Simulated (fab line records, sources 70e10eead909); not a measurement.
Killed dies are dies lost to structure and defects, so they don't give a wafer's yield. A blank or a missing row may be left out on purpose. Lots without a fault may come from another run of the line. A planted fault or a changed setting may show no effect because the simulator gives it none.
Problem report in the 8D (eight disciplines) form, filled by code | flow nand_harc | the parts of the form that need people (team, actions taken, sign-off) are left out

1. THE PROBLEM
killed_at_array at NHARC_END_SORT_01 reads a mean of 672 on 4 wafers of 3 lots; wafers without a fault read 27 with a standard deviation of 11. That is +59 standard deviations from the usual mean.
First seen on wafer L389.6, day 22 16:58, on prober-02. The record holds 7 wafers of 3 lots with a number at this step. Rule for "out", or "out of limits": more than 4 standard deviations from the usual mean. The other wafers with a number count as sound.

2. WHAT IT IS AND WHAT IT IS NOT
question                    | is                             | is not
which readings at this step | killed_at_array, killed_dies   | killed_at_other, killed_open
which lots                  | L389, L391, L392               | -
which wafers of those lots  | L389.6, L391.1, L391.6, L392.6 | L389.4, L391.2, L392.2
read on which gauges        | prober-01, prober-02           | -
when                        | from day 22 16:58              | up to then (1 sound wafer); but 2 sound wafers of L391, L392 came after

3. SUSPECTS, AND WHAT RULES EACH OUT
Counting: a tool at a process step up to the reading stays a suspect if it ran every lot that is out. Sound lots after the first of them don't rule it out here, since some wafers of a struck lot are sound.
- the gauge at NHARC_END_SORT_01: ruled out. The wafers that are out were read on 2 gauges (prober-01, prober-02).
- rie_diel-01 at NHARC_A_CHANNEL_FILL_D1_ETCHBACK_20 (etches the open film in C4F8/O2/Ar, target depth 27 nm, time 13.5 s): kept. It ran every lot that is out, first L389 (day 13 02:56). Its own readings are out on those wafers: run_length_s.
Left after counting: rie_diel-01 at NHARC_A_CHANNEL_FILL_D1_ETCHBACK_20.

4. THE CAUSE (what the simulator had put in)
Process parameter drift: rie_diel-01, from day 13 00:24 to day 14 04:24, at NHARC_A_CHANNEL_FILL_D1_ETCHBACK_20. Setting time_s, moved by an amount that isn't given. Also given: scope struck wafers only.
Counting left only this tool.

5. THE CHAIN OF EFFECTS, in route order
Each row: a reading whose mean over the struck wafers that have a number lies more than 3 standard deviations from the usual. Only readings for which the record gives a usual standard deviation are gone through. hours: the time from each lot's start at the first step in this table that gives one to its start at this step, as a median over the lots. sigmas: the change in usual standard deviations.
hours | step                                | reading         | usual  | on struck wafers | change | sigmas
0     | NHARC_A_CHANNEL_FILL_D1_ETCHBACK_20 | run_length_s    | 34.8 s | 27.0             | -7.8   | -18
230   | NHARC_END_SORT_01                   | killed_at_array | 27     | 672              | +645   | +59
230   | NHARC_END_SORT_01                   | killed_dies     | 31     | 677              | +646   | +54
The process steps in it:
- NHARC_A_CHANNEL_FILL_D1_ETCHBACK_20: etches the open film in C4F8/O2/Ar, target depth 27 nm, time 13.5 s.

6. WHAT WOULD HAVE CAUGHT IT SOONER
In this record the first reading out of limits at a measuring or inspecting step was taken at day 22 16:58, 233 hours after the fault began at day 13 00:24.
The tool's own readings at NHARC_A_CHANNEL_FILL_D1_ETCHBACK_20 were out on every struck wafer that the step has a row for (run_length_s): an alarm limit on them would have fired on the first of those.
All the lots that are out (3) had begun NHARC_A_CHANNEL_FILL_D1_ETCHBACK_20 on rie_diel-01 by day 22 16:58. A hold on the tool at that time would have spared none of them.
